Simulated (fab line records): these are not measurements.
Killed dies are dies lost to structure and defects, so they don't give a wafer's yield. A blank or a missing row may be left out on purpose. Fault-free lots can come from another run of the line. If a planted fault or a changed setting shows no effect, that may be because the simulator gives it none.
Which tool did it?    flow n5 finfet    Sampling: 10 lots, 29 wafers, 5 of 1938 route steps

== WHAT THE GAUGES READ, wafer by wafer ==
N5_BEOL_M8_THK_MEAS_01. Usual: M8_ILD_THK gives 155.0 nm (standard deviation 1.9).
lot   measured      on             M8_ILD_THK (nm)    flag
L135  day 10 06:41  film metro-01  155.2 154.9 156.4  
L138  day 11 15:02  film metro-02  152.5 153.8 156.1  
L137  day 12 03:36  film metro-02  156.1 158.0 154.9  
L140  day 12 17:11  film metro-02  153.8 154.8 155.7  
L142  day 14 13:37  film metro-02  151.2 153.8 154.7  
L144  day 15 11:05  film metro-01  152.6 155.5 155.2  
L149  day 17 04:59  film metro-01  154.8 126.4        OFF
L158  day 17 17:52  film metro-01  157.6 157.2 158.6  
L143  day 19 02:05  film metro-01  155.0 152.1 156.1  
L157  day 19 02:34  film metro-01  155.2 156.9 155.2  

== WHICH TOOL RAN EACH LOT (tool, then ch and the chambers of the sampled wafers, then the start) ==
lot   N5_BEOL_M7_STRIP_80                            N5_BEOL_M7_CURE_75             N5_BEOL_M7_SPUTTER_48         N5_BEOL_M8_ILD_DEP_00
L135  rie diel-01 ch 0,2,3, day 10 04:07 or earlier  uv cure-01 ch 1, day 10 04:07  pvd sputter-01, day 10 05:05  pecvd-03 ch 0,1, day 10 06:05
L138  rie diel-01 ch 0,2,3, day 11 12:02 or earlier  uv cure-01 ch 1, day 11 12:02  pvd sputter-02, day 11 12:59  pecvd-02 ch 0,2, day 11 13:59
L137  rie diel-01 ch 0,1,3, day 11 23:32 or earlier  uv cure-03 ch 1, day 11 23:32  pvd sputter-02, day 12 02:01  pecvd-03 ch 0,1,2, day 12 03:02
L140  rie diel-01 ch 0,2,3, day 12 14:35 or earlier  uv cure-01 ch 2, day 12 14:35  pvd sputter-01, day 12 15:36  pecvd-02 ch 1,2, day 12 16:35
L142  rie diel-01 ch 1,2,3, day 14 11:02 or earlier  uv cure-03 ch 1, day 14 11:02  pvd sputter-03, day 14 12:02  pecvd-02 ch 0,1,2, day 14 13:02
L144  rie diel-03 ch 0,1,3, day 15 06:42 or earlier  uv cure-01 ch 0, day 15 06:42  pvd sputter-03, day 15 09:28  pecvd-02 ch 0,1, day 15 10:29
L149  rie diel-06 ch 2,3, day 17 00:47 or earlier    uv cure-02 ch 0, day 17 00:47  pvd sputter-03, day 17 03:25  pecvd-02 ch 1, day 17 04:25
L158  rie diel-03 ch 1,2,3, day 17 15:04 or earlier  uv cure-01 ch 2, day 17 15:04  pvd sputter-03, day 17 16:05  pecvd-04 ch 0,1, day 17 17:17
L143  rie diel-01 ch 1,2,3, day 18 20:37 or earlier  uv cure-01 ch 1, day 18 20:37  pvd sputter-01, day 18 23:55  pecvd-04 ch 0,1,2, day 19 01:06
L157  rie diel-06 ch 0,2, day 18 20:58 or earlier    uv cure-02 ch 1, day 18 20:58  pvd sputter-01, day 19 00:30  pecvd-03 ch 0,1,2, day 19 01:31
- N5_BEOL_M7_STRIP_80: strips in N2/H2, time 10 s.
- N5_BEOL_M7_CURE_75: cures SiCOH lowk, time 120 s.
- N5_BEOL_M7_SPUTTER_48: material Cu, target thk 10 nm, time 1.667 s.
- N5_BEOL_M8_ILD_DEP_00: deposits SiCOH lowk from DEMS/porogen, target thk 179.75 nm, time 33.4 s.

== WHAT THE TOOLS THEMSELVES READ (means of the sampled wafers that have a number; where no wafer has one, the mark that the record gives instead) ==
N5_BEOL_M7_STRIP_80. Usual: drypump motor current A 5.8 A, standard deviation 0.36; oes product au 0.83 a.u., standard deviation 0.073; rf vpp V 59.3 V, standard deviation 0.83; showerhead plenum p Torr 2.55 Torr, standard deviation 0.086; temp c 40.00 C, standard deviation 0.13; throttle valve pct 23.60 %, standard deviation 0.24.
lot   tool         drypump motor current A (A)  oes product au (a.u.)  rf vpp V (V)  showerhead plenum p Torr (Torr)  temp c (C)  throttle valve pct (%)  flag
L135  rie diel-01  5.7                          0.86                   59.0          2.55                             40.02       23.67                   
L138  rie diel-01  5.7                          0.86                   59.0          2.54                             40.10       23.69                   
L137  rie diel-01  5.7                          0.91                   59.2          2.59                             39.82       23.66                   
L140  rie diel-01  5.7                          0.85                   58.6          2.54                             40.10       23.70                   
L142  rie diel-01  5.8                          0.85                   59.3          2.62                             40.09       23.79                   
L144  rie diel-03  5.8                          0.84                   58.4          2.50                             40.13       23.42                   
L149  rie diel-06  5.7                          0.83                   59.1          2.62                             40.02       23.34                   
L158  rie diel-03  5.8                          0.81                   58.0          2.53                             40.09       23.43                   
L143  rie diel-01  5.8                          0.81                   59.7          2.61                             40.04       23.83                   
L157  rie diel-06  6.2                          0.73                   59.0          2.59                             39.86       23.70                   

N5_BEOL_M7_CURE_75. Usual: lamp power pct 52.32 %, standard deviation 0.057; wafer_temp_C_max 371.6, standard deviation 0.56.
lot   tool        lamp power pct (%)  wafer_temp_C_max  flag
L135  uv cure-01  52.29               371.5             
L138  uv cure-01  52.35               371.4             
L137  uv cure-03  52.29               371.4             
L140  uv cure-01  52.27               371.8             
L142  uv cure-03  52.32               371.9             
L144  uv cure-01  52.29               372.4             
L149  uv cure-02  52.37               370.6             
L158  uv cure-01  52.30               371.9             
L143  uv cure-01  52.35               371.8             
L157  uv cure-02  52.32               372.2             

N5_BEOL_M7_SPUTTER_48. Usual: cathode dc power W 26000 W, standard deviation 5; chuck sensor temp C -16.2 C, standard deviation 0.71; throttle valve pct 29.5 %, standard deviation 1.
lot   tool            cathode dc power W (W)  chuck sensor temp C (C)  throttle valve pct (%)  flag
L135  pvd sputter-01  26003                   -16.0                    28.7                    
L138  pvd sputter-02  26001                   -17.4                    30.2                    
L137  pvd sputter-02  25997                   -16.7                    30.3                    
L140  pvd sputter-01  26000                   -16.0                    30.0                    
L142  pvd sputter-03  25998                   -16.0                    28.8                    
L144  pvd sputter-03  26002                   -15.8                    28.6                    
L149  pvd sputter-03  25996                   -16.1                    29.3                    
L158  pvd sputter-03  26003                   -16.0                    28.6                    
L143  pvd sputter-01  25999                   -15.6                    30.5                    
L157  pvd sputter-01  26004                   -15.8                    29.3                    

N5_BEOL_M8_ILD_DEP_00. Usual: heater power w 290 W, standard deviation 40; showerhead plenum p Torr 5.731 Torr, standard deviation 0.013; throttle valve pct 13.9 %, standard deviation 0.48.
lot   tool      heater power w (W)  showerhead plenum p Torr (Torr)  throttle valve pct (%)  flag
L135  pecvd-03  278                 5.722                            14.2                    
L138  pecvd-02  315                 5.735                            13.8                    
L137  pecvd-03  311                 5.738                            13.7                    
L140  pecvd-02  248                 5.731                            13.5                    
L142  pecvd-02  292                 5.733                            13.8                    
L144  pecvd-02  316                 5.742                            14.0                    
L149  pecvd-02  228                 5.745                            13.5                    
L158  pecvd-04  252                 5.742                            13.8                    
L143  pecvd-04  244                 5.734                            13.9                    
L157  pecvd-03  310                 5.731                            13.8                    

== THE ANSWER, worked out from the rows above alone ==
Rule: take the mean of a lot's wafers that have a number; if it is more than 3 standard deviations from the usual mean, the lot is off. A lot without any number at a reading at which 4 lots or more have one is off too. All remaining lots with rows at the step are treated as sound. First the gauges in route order, then the tools' own readings, where a lot's mean is used as printed above. At the first step where some lot is off, the reading lying furthest off is the one used; lots without a number count as furthest.
Off: L149, seen at N5_BEOL_M8_THK_MEAS_01 (M8_ILD_THK).
A tool fits if, at a process step before that reading, it ran every lot that is off, and no sound lot after the first of them. The gauges at N5_BEOL_M8_THK_MEAS_01 are tried like those tools. Because N5_BEOL_M7_STRIP_80 lacks a start for some lots, the hours and order of its lots are taken from N5_BEOL_M7_CURE_75. One candidate fits, namely pecvd-02 at N5_BEOL_M8_ILD_DEP_00. A fault onset in the window from L144 (day 15 10:29, its last sound lot) to L149 (day 17 04:25, its first lot off) fits.

== WHAT HAD BEEN PUT IN BY THE SIMULATOR ==
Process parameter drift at N5_BEOL_M8_ILD_DEP_00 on pecvd-02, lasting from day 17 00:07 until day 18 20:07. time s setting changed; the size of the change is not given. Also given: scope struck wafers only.
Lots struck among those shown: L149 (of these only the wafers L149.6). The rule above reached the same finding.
